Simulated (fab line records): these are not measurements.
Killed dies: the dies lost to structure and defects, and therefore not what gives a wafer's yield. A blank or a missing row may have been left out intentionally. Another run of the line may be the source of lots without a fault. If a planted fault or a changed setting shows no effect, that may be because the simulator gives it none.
Comparing a struck lot with a sound one    flow nand_harc    15 out of 1302 route steps
Sound: these wafers, L849.3, L849.4, L849.6. Wafers struck: L856.3, L856.5, L856.6. Last of all comes the cause.
Each step with rows lists, per side, the tool, then ch with its chambers, then its first start. Under that, the readings that differ: sound wafers    struck wafers    difference of the means    sigmas: that difference in standard deviations of wafers without a fault.
alike: words and numbers the same on both sides, and readings whose means are apart by under 2 such deviations; not compared: readings that were withheld, readings missing a value for some wafer, numbers with overlapping values and no deviation given by the record, and bounds like >300 which may hide the same value.
The two part at a step that has a row with sigmas, a row that says differs or no value, or rows on one side only. Numbers that have no deviation but don't overlap get no sigmas and don't part them. A reading missing from all wafers of one side parts the sides only when that side holds two or more wafers.

first, 6 steps without rows for these wafers: NHARC_A_CONTACT_COAT_63 (resist thk 90 nm); NHARC_A_CONTACT_SOFTBAKE_64 (time 55 s); NHARC_A_CONTACT_EBR_65; NHARC_A_CONTACT_EXPOSE_66 (exposes mask A CC 2); NHARC_A_CONTACT_PEB_67 (peb time 65 s); NHARC_A_CONTACT_DEVELOP_68 (develop time 35 s).
NHARC_A_CONTACT_CD_MEAS_69: the cd target is 300 nm.
  sound on cd_sem-03 ch 0, day 22 09:02; struck on cd_sem-01 ch 0, day 26 00:53
  alike: cd_nm
NHARC_A_CONTACT_OVL_MEAS_70:
  sound on overlay-02 at day 22 09:07; struck on overlay-01 at day 26 00:59
reading            sound        struck          difference  sigmas
overlay_y_nm (nm)  0.7 0.3 0.9  -1.9 -1.9 -1.8  -2.5        -3
  alike: overlay_x_nm
NHARC_A_CONTACT_INSPECT_71:
  sound on defect_inspect-01 at day 22 09:09; struck on defect_inspect-02 at day 26 01:01
  alike: raw_defect_count
NHARC_A_CONTACT_DESCUM_74: chemistry O2, time 3 s.
  sound on rie_diel-03 ch 0,3, day 22 09:13; struck on rie_diel-03 ch 0,1,3, day 26 01:05
  alike: drypump_motor_current_A, mfc_ar_sccm, o2_flow_sccm, oes_product_au, rf_vpp_V, showerhead_plenum_p_Torr, throttle_valve_pct
  not compared: rf_hours_counter_h
NHARC_A_CONTACT_ETCH_75: etches the open film in CF4, target depth 39 nm, time 65 s.
  sound on rie_diel-03 ch 0,2,3, day 22 09:17; struck on rie_diel-03 ch 0,1,3, day 26 01:21
  alike: drypump_motor_current_A, mfc_ar_sccm, oes_product_au, rf_fwd_power_W, rf_vpp_V, showerhead_plenum_p_Torr, throttle_valve_pct
  not compared: rf_hours_counter_h
NHARC_A_CONTACT_ETCH_76: etches the open film in N2/H2, target depth 260 nm, time 475.3 s.
  sound on rie_diel-03 ch 1,2; struck on rie_diel-03 ch 0,1,2
  alike: drypump_motor_current_A, mfc_ar_sccm, oes_product_au, rf_fwd_power_W, rf_vpp_V, showerhead_plenum_p_Torr, throttle_valve_pct
  not compared: rf_hours_counter_h
NHARC_A_CONTACT_ETCH_77: etches the open film in CF4/CHF3, target depth 108.9 nm, time 54.5 s.
  sound on rie_diel-03 ch 1,3, day 22 09:44; struck on rie_diel-03 ch 0,1,3, day 26 02:19
reading                sound              struck             difference  sigmas
oes_product_au (a.u.)  0.972 0.949 0.943  0.813 0.829 0.824  -0.133      -6
  alike: drypump_motor_current_A, mfc_ar_sccm, rf_fwd_power_W, rf_vpp_V, showerhead_plenum_p_Torr, throttle_valve_pct
  not compared: rf_hours_counter_h
NHARC_A_CONTACT_ETCH_78: etches the open film in O2/COS, target depth 5300 nm, time 1378 s.
  sound on rie_diel-03 ch 1,2; struck on rie_diel-03 ch 0,1,3
  alike: drypump_motor_current_A, mfc_ar_sccm, o2_flow_sccm, oes_product_au, rf_fwd_power_W, rf_vpp_V, showerhead_plenum_p_Torr, throttle_valve_pct
  not compared: rf_hours_counter_h
-- record jumps: 3 days between struck wafers' starts before vs after; left off in module A_CONTACT, resumes in module END, first step shown is number 1302 of the route --
NHARC_END_SORT_01:
  sound on prober-02 ch 0, day 24 20:05; struck on prober-02 ch 0, day 28 14:30
reading              sound     struck       difference  sigmas
killed_at_array      67 55 56  173 217 143  +118        +5
killed_at_periphery  12 9 9    1 2 2        -8          -3
killed_dies          80 65 67  175 219 146  +109        +5
  alike: killed_at_other, killed_open, killed_short

== WHERE THEY PART ==
Earliest at NHARC_A_CONTACT_OVL_MEAS_70; latest, in this record, at NHARC_END_SORT_01.

WHY: what the simulator had put in
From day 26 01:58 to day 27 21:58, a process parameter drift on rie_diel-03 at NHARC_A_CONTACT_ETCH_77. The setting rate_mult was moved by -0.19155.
